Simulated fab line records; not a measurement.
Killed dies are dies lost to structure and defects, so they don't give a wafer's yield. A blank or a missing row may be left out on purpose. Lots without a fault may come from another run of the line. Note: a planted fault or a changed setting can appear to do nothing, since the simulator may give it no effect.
Chamber matching	flow n5Finfet	4 sister chambers for N5_WELL_APT_DESCUM_13 on rieDiel-06
The step chemistry O2, time 7.9 s. 4 wafers are shown with their chamber, then 9 later ones without.

== EACH WAFER AND ITS CHAMBER ==
wafer	chamber	drypumpMotorCurrentA (A)
L082.4	3	5.26
L084.1	0	5.58
L084.4	2	5.75
L084.6	1	5.61

== WAFERS WITHOUT THEIR CHAMBER ==
wafer	drypumpMotorCurrentA (A)
L086.2	5.57
L086.3	5.28
L086.4	5.78
L094.1	5.58
L094.2	5.27
L094.3	5.59
L095.1	5.75
L095.4	5.26
L095.5	5.26

== EACH ONE'S CHAMBER ==
wafer	from the rows above	in truth
L086.2	0	0
L086.3	3	3
L086.4	2	2
L094.1	0	0
L094.2	3	3
L094.3	can't be placed: 0 or 1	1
L095.1	2	2
L095.4	3	3
L095.5	3	3
Placed correctly: 8 of 9. Unplaceable from these rows: 1, with the true chamber sitting among the candidates in 1. Number placed wrongly: 0.
How it was worked out, from the rows above alone: a wafer's distance from a chamber is the root of the sum, over the readings, of the square of ((its reading less the chamber's mean) divided by the reading's scatter). The wafer belongs to the nearest chamber; if the next one is less than 2 further off, it can't be placed. Each chamber's mean is taken over the wafers shown for it. The scatter: root of mean squared gap, hidden wafer to nearest shown wafer, with one shown wafer a chamber.
